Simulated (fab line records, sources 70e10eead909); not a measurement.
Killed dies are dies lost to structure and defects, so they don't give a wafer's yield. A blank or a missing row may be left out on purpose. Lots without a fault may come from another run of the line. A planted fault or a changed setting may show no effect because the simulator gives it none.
Chamber matching | flow nand_harc | NHARC_P_CONTACT_DEP_30 on pecvd-04: 3 sister chambers
The step deposits SiNx, target thk 30 nm. 3 wafers are shown with their chamber, then 7 later ones without.

WAFERS WITH THEIR CHAMBER
wafer  | chamber | heater_power_w (W)
L206.2 | 2       | 768
L207.1 | 0       | 734
L207.2 | 1       | 718

WAFERS WITHOUT THEIR CHAMBER
wafer  | heater_power_w (W)
L207.3 | 725
L208.3 | 727
L208.4 | 721
L208.6 | 692
L216.2 | 813
L216.3 | 712
L216.6 | 819

WHICH CHAMBER EACH WENT THROUGH
wafer  | from the rows above          | in truth
L207.3 | can't be placed: 1 or 0 or 2 | 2
L208.3 | can't be placed: 0 or 1 or 2 | 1
L208.4 | can't be placed: 1 or 0 or 2 | 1
L208.6 | can't be placed: 1 or 0 or 2 | 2
L216.2 | can't be placed: 2 or 0 or 1 | 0
L216.3 | can't be placed: 1 or 0 or 2 | 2
L216.6 | can't be placed: 2 or 0 or 1 | 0
Placed correctly: 0 of 7. Can't be placed from these rows: 7 (the true chamber is among the candidates in 7). Placed wrongly: 0.
How it was worked out, from the rows above alone: a wafer's distance from a chamber is the root of the sum, over the readings, of the square of ((its reading less the chamber's mean) divided by the reading's scatter). The wafer belongs to the nearest chamber; if the next one is less than 2 further off, it can't be placed. A chamber's mean is the mean of its shown wafers. The scatter: with one shown wafer a chamber, the root of the mean of the squares of how far each hidden wafer lies from its nearest shown one.
